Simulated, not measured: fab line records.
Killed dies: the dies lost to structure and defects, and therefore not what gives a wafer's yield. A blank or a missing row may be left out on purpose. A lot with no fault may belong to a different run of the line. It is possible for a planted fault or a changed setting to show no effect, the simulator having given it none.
fab line records | flow nand_harc
[record] lots = 14 wafers = 42 last_day = 24
route steps=1159 shown A_M1@1044 A_BONDPAD@1084
lots that met no fault: taken from a fault-free run of the same line
start_h: hours from the record's first day to the start of the lot's first wafer shown | wait_h: how many hours have passed since the lot's step before this one | " the same as in the row above | L1.1+2: one row covering several wafers at once | - no value present, or no start provided | * or withheld: withheld | < > ~ a bound
route shown NAME@n: NAME is a module with steps in the file, n the number in the route of the first one | usual: mean and standard deviation over wafers with no fault | same: alike in all rows | chamber/n: place in a boat | sites: per-site readings | _std_site: standard deviation of those values | _edge_site: the outer-site mean with the inner-site mean subtracted | radius_mm: how far each site lies from the wafer's centre | mask NAME#n: copy n | behind: the last tool/chamber to shape the wafer | hold: why the lot was held/for how many hours/how that ended | device: which transistor (n, p or np) failed to switch | end of line: the same wafers' tests at the end of the route | a step given without rows: its recipe and nothing more | killed: not the wafer's yield, but the dies lost to structure and defects at the first sort | map: shows each die of a wafer: x if killed, . if not, _ if none is there
set.NAME: the setting the step ran with; set.NAME@STEP: the setting that earlier step ran with | model.NAME: the simulator's own value behind a step, which no gauge read
steps of the route over a sample of lots; a table a step, a row a wafer
services: when a tool's chamber went out of use (start_h, in hours from the record's first day, below 0 if earlier), for how many hours, and the reason
[[steps]]
[step NHARC_A_M1_ETCH_28]
[recipe] target_depth_a = 300 over_etch_frac = 0.3 time_s = 72.99 ion_energy_ev = 150 cf4_flow_sccm = 50 n2_flow_sccm = 100 ar_flow_sccm = 150 rf_w = 300 bias_w = 100 chemistry = CF4/N2
[usual] drypump_motor_current_A = 5.8/0.48 oes_product_au = 0.993/0.01 rf_fwd_power_W = 297.6/1.1 rf_vpp_V = 313.3/1.9 showerhead_plenum_p_Torr = 2.58/0.1 throttle_valve_pct = 19.793/0.0083
// columns lot.wafer tool chamber start_h wait_h drypump_motor_current_A oes_product_au rf_fwd_power_W rf_hours_counter_h rf_vpp_V showerhead_plenum_p_Torr throttle_valve_pct
L933.4 rie_diel-06 3 - - 5.6 0.997 298.2 8.0 314.5 2.68 19.788
L933.5 " 2 " " 4.8 0.995 298.0 - 311.2 2.55 19.790
L933.6 " 3 " " 5.6 1.004 298.8 - 315.7 2.68 19.783
L931.4 rie_diel-12 1 - - 6.0 0.994 298.8 2.3 309.7 2.46 19.796
L931.2 " 0 " " 6.1 0.999 298.6 2.8 312.6 2.54 19.797
L931.6 " 2 " " 5.2 1.002 296.1 - 311.9 2.45 19.805
L936.4 rie_diel-12 0 - - 6.1 0.990 298.9 3.9 312.9 2.54 19.804
L936.5 " 2 " " 5.2 1.003 296.8 - 310.6 2.45 19.782
L936.6 " 3 " " 5.2 0.994 298.2 - 313.7 2.61 19.804
L937.4 rie_diel-06 0 - - 6.3 0.998 298.7 0.3 313.8 2.59 19.782
L937.6 " 0 " " 6.3 0.997 298.2 - 314.7 2.59 19.797
L937.5 " 1 " " 6.2 1.001 297.8 - 315.4 2.72 19.795
L941.3 rie_diel-06 2 - - 4.8 0.993 297.6 2.1 313.7 2.55 19.808
L941.1 " 3 " " 5.6 0.992 298.4 2.3 316.3 2.68 19.802
L941.2 " 1 " " 6.2 0.987 298.0 2.4 316.3 2.72 19.793
L940.3 rie_diel-07 2 - - 5.7 0.994 297.2 1.2 317.9 2.73 19.793
L940.1 " 3 " " 6.0 1.006 296.6 1.2 312.4 2.49 19.807
L940.2 " 0 " " 5.5 0.980 298.0 1.1 311.0 2.47 19.792
L944.1 rie_diel-07 1 - - 6.6 0.979 299.2 1.4 313.4 2.51 19.787
L944.2 " 2 " " 5.7 0.991 296.1 1.5 316.6 2.73 19.810
L944.6 " 1 " " 6.6 0.986 297.5 - 312.2 2.51 19.787
L942.2 rie_diel-12 0 - - 6.1 0.984 299.3 6.0 313.0 2.54 19.804
L942.1 " 2 " " 5.2 0.999 297.0 5.5 311.6 2.45 19.788
L942.5 " 0 " " 6.1 0.984 298.8 - 312.5 2.54 19.798
L945.1 rie_diel-12 2 - - 5.2 1.013 295.2 6.9 311.6 2.45 19.780
L945.6 " 1 " " 6.0 1.001 299.2 - 311.2 2.46 19.784
L945.5 " 2 " " 5.2 1.006 296.7 - 310.1 2.45 19.798
L949.1 rie_diel-07 0 - - 5.5 0.979 297.4 2.3 310.7 2.47 19.776
L949.3 " 2 " " 5.6 0.969 296.3 2.3 316.1 2.73 19.799
L949.5 " 3 " " 6.0 0.996 297.5 - 312.9 2.49 19.796
L951.2 rie_diel-07 2 - - 5.6 0.973 297.9 2.5 314.3 2.73 19.792
L951.5 " 3 " " 6.0 1.006 299.5 - 312.1 2.49 19.791
L951.4 " 0 " " 5.5 0.979 297.6 - 311.4 2.47 19.802
L952.1 rie_diel-06 2 - - 4.8 0.993 298.2 6.6 310.9 2.55 19.797
L952.4 " 0 " " 6.3 0.994 297.2 7.2 312.8 2.59 19.794
L952.5 " 1 " " 6.2 0.995 298.1 - 315.8 2.72 19.798
L953.4 rie_diel-06 1 - - 6.2 0.998 298.1 6.7 314.8 2.72 19.791
L953.2 " 3 " " 5.6 0.993 298.3 7.3 313.6 2.67 19.794
L953.5 " 1 " " 6.2 0.994 298.7 - 316.5 2.72 19.803
L954.1 rie_diel-12 0 - - 6.1 0.981 297.8 10.3 311.8 2.53 19.797
L954.2 " 2 " " 5.2 1.014 295.3 8.9 310.8 2.45 19.794
L954.3 " 3 " " 5.2 1.013 298.2 9.7 314.3 2.61 19.791
[step NHARC_A_M1_ANNEAL_31]
[recipe] temp_c = 225 time_s = 90
[usual] wafer_temp_C_max = 226.31/0.3
// columns lot.wafer tool chamber start_h wait_h wafer_temp_C_max
L933.4 rtp_anneal-01 0 417.02 - 226.27
L933.5 " 0 " " 226.53
L933.6 " 0 " " 226.33
L931.2 rtp_anneal-01 0 418.69 - 225.54
L931.4 " 0 " " 226.57
L931.6 " 0 " " 226.23
L936.4 rtp_anneal-02 0 435.40 - 226.58
L936.5 " 0 " " 226.08
L936.6 " 0 " " 226.04
L937.4 rtp_anneal-01 0 437.78 0.4 226.12
L937.5 " 0 " " 226.57
L937.6 " 0 " " 226.84
L941.1 rtp_anneal-02 0 459.21 - 226.20
L941.2 " 0 " " 226.39
L941.3 " 0 " " 226.10
L940.1 rtp_anneal-01 0 459.98 - 226.79
L940.2 " 0 " " 226.34
L940.3 " 0 " " 226.30
L944.1 rtp_anneal-02 0 471.23 0.3 226.25
L944.2 " 0 " " 225.76
L944.6 " 0 " " 226.06
L942.1 rtp_anneal-02 0 481.61 - 225.80
L942.2 " 0 " " 226.54
L942.5 " 0 " " 226.39
L945.1 rtp_anneal-01 0 509.41 - 226.38
L945.5 " 0 " " 226.63
L945.6 " 0 " " 226.43
L949.1 rtp_anneal-01 0 509.73 0.3 226.22
L949.3 " 0 " " 226.32
L949.5 " 0 " " 226.46
L951.2 rtp_anneal-02 0 515.03 - 226.54
L951.4 " 0 " " 226.80
L951.5 " 0 " " 226.21
L952.1 rtp_anneal-02 0 519.96 - 226.00
L952.4 " 0 " " 226.44
L952.5 " 0 " " 226.42
L953.2 rtp_anneal-01 0 532.34 0.4 226.30
L953.4 " 0 " " 226.20
L953.5 " 0 " " 226.63
L954.1 rtp_anneal-01 0 538.23 - 226.59
L954.2 " 0 " " 226.39
L954.3 " 0 " " 226.45
[step NHARC_A_M1_DEP_33]
[recipe] target_thk_a = 300 temp_c = 370 target_thk_nm = 30 pressure_torr = 3 flow_sccm = 200 rf_w = 450 material = SiCN
[usual] heater_power_w = 576/57 rf_fwd_power_W = 449.0/1.3
// columns lot.wafer tool chamber start_h wait_h heater_power_w rf_fwd_power_W
L933.6 pecvd-01 1 417.96 0.2 633 447.7
L933.4 " 2 " " 579 449.8
L933.5 " 0 " " 552 451.2
L931.2 pecvd-04 1 419.76 0.1 585 448.4
L931.4 " 2 " " 534 448.7
L931.6 " 1 " " 582 449.5
L936.5 pecvd-01 2 436.34 0.2 565 448.8
L936.6 " 0 " " 646 447.9
L936.4 " 1 " " 643 448.2
L937.6 pecvd-04 2 439.07 0.2 559 448.4
L937.5 " 0 " " 631 449.6
L937.4 " 1 " " 584 448.6
L941.1 pecvd-03 1 460.18 0.1 597 447.0
L941.3 " 2 " " 460 448.9
L941.2 " 0 " " 552 447.3
L940.3 pecvd-03 1 460.97 0.1 576 450.3
L940.2 " 2 " " 531 446.6
L940.1 " 0 " " 548 448.4
L944.2 pecvd-03 0 472.25 0.1 555 450.8
L944.1 " 1 " " 582 450.0
L944.6 " 0 " " 559 448.8
L942.2 pecvd-01 1 482.58 0.1 666 451.0
L942.1 " 0 " " 630 450.0
L942.5 " 0 " " 642 449.3
L945.1 pecvd-01 2 510.49 0.1 593 451.1
L945.5 " 0 " " 578 447.7
L945.6 " 2 " " 600 450.2
L949.3 pecvd-04 1 510.72 0.1 556 449.7
L949.1 " 2 " " 568 447.6
L949.5 " 1 " " 578 448.3
L951.2 pecvd-03 2 515.94 0.1 452 447.9
L951.5 " 2 " " 462 447.1
L951.4 " 0 " " 559 448.0
L952.1 pecvd-03 2 521.01 0.1 501 449.0
L952.4 " 0 " " 537 449.8
L952.5 " 2 " " 487 448.8
L953.2 pecvd-01 0 533.29 0.1 637 449.7
L953.5 " 2 " " 638 449.1
L953.4 " 1 " " 660 450.9
L954.3 pecvd-01 2 539.19 0.1 661 448.2
L954.2 " 0 " " 643 448.2
L954.1 " 1 " " 642 448.9
[step NHARC_A_BONDPAD_PVD_17]
[recipe] target_thk_a = 50 bias_v = 168.6 power_w = 15000 chamber_pressure_pa = 0.12 time_s = 8.06 substrate_temp_c = 50 material = TaN
[usual] bias_v = 168.5/1.6 cathode_dc_power_W = 15000/2.7 throttle_valve_pct = 29.8/0.67
// columns lot.wafer tool chamber start_h wait_h bias_v cathode_dc_power_W throttle_valve_pct
L933.4 pvd_sputter-03 - 420.93 - 167.4 14999 29.4
L933.6 " - " " 167.4 14999 29.2
L933.5 " - " " 169.6 15000 30.8
L931.4 pvd_sputter-03 - 422.98 - 168.6 15001 29.3
L931.2 " - " " 168.5 15002 30.7
L931.6 " - " " 170.1 15003 29.2
L936.4 pvd_sputter-02 - 439.57 - 169.5 14999 30.2
L936.5 " - " " 166.5 14999 30.4
L936.6 " - " " 167.6 15000 31.0
L937.4 pvd_sputter-03 - 442.01 - 169.6 15001 29.4
L937.6 " - " " 169.4 15003 29.3
L937.5 " - " " 167.4 15002 29.3
L941.3 pvd_sputter-01 - 463.38 - 166.9 15004 29.9
L941.1 " - " " 170.1 15001 30.0
L941.2 " - " " 167.1 15004 30.3
L940.1 pvd_sputter-02 - 464.14 - 168.8 15002 30.4
L940.3 " - " " 170.2 14999 30.0
L940.2 " - " " 168.8 15003 30.4
L944.1 pvd_sputter-02 - 475.36 - 170.0 14999 30.2
L944.2 " - " " 171.0 14997 30.5
L944.6 " - " " 167.0 15000 30.4
L942.1 pvd_sputter-03 - 485.62 - 170.4 14998 29.0
L942.2 " - " " 167.0 15002 29.1
L942.5 " - " " 168.8 14991 28.9
L945.1 pvd_sputter-01 - 513.40 - - - -
L945.6 " - " " - - -
L945.5 " - " " - - -
L949.3 pvd_sputter-03 - 513.93 - - - -
L949.1 " - " " - - -
L949.5 " - " " - - -
L951.2 pvd_sputter-03 - 519.03 - 169.9 15001 29.1
L951.4 " - " " 168.7 15001 28.3
L951.5 " - " " 168.7 15001 29.1
L952.4 pvd_sputter-03 - 524.01 - 169.3 14995 29.0
L952.1 " - " " 167.3 15001 30.4
L952.5 " - " " 168.4 14999 28.7
L953.4 pvd_sputter-02 - 536.34 - 169.7 14997 30.4
L953.2 " - " " 168.5 14996 29.9
L953.5 " - " " 170.2 14998 30.1
L954.1 pvd_sputter-01 - 542.25 - 169.8 14998 29.7
L954.2 " - " " 167.0 14997 30.1
L954.3 " - " " 167.6 14998 30.1
[[services]]
// columns tool chamber start_h hours kind
pvd_sputter-02 - 393.37 10.0 pm
rie_diel-07 2 393.93 6.5 repair
rie_diel-07 - 405.20 9.0 pm
rie_diel-06 - 418.49 9.0 pm
pecvd-01 - 418.61 13.0 pm
pecvd-01 0 418.61 13.0 vent_cycle
pecvd-01 1 418.61 13.0 vent_cycle
pecvd-01 2 418.61 13.0 vent_cycle
pecvd-01 0 431.61 - clean
pecvd-01 1 431.61 - clean
pecvd-01 2 431.61 - clean
pvd_sputter-02 - 443.94 0.5 repair
pvd_sputter-03 - 458.00 10.0 pm
pecvd-03 - 473.37 13.0 pm
pvd_sputter-01 - 475.46 8.3 repair
pecvd-04 - 478.30 5.0 repair
rie_diel-06 3 480.44 8.1 repair
pecvd-03 - 487.46 0.3 repair
pvd_sputter-02 - 507.99 11.2 repair
rie_diel-07 1 510.10 6.6 repair
pvd_sputter-01 - 514.00 10.0 pm
pvd_sputter-02 - 523.10 0.7 repair
rie_diel-06 1 538.30 7.0 repair
pvd_sputter-03 - 538.65 0.9 repair
[[key]]
[first_sign] step = NHARC_A_BONDPAD_PVD_17 reading = tool_record direction = missing
effect none on later readings
met_at NHARC_A_BONDPAD_PVD_17
struck_lots L945,L949
later_rows_left_out L945.1,L945.5,L945.6,L949.1,L949.3,L949.5
sort_left_out L945.1,L945.5,L945.6,L949.1,L949.3,L949.5
not_acting_at NHARC_A_M1_ETCH_28,NHARC_A_M1_ANNEAL_31,NHARC_A_M1_DEP_33
onset_between 485.62 513.40
[fault] kind = skipped_step_whole tool = pvd_sputter-01,pvd_sputter-03 chamber = - onset_h = 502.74 steps = NHARC_A_BONDPAD_PVD_17 scope = struck_lots_only
// sort_left_out: the simulated sort isn't trusted on such a fault, so these wafers' sort isn't shown, and their yield isn't known
// later_rows_left_out: the simulator's readings of these wafers behind a module that went badly wrong aren't trusted and aren't shown, but for the sort
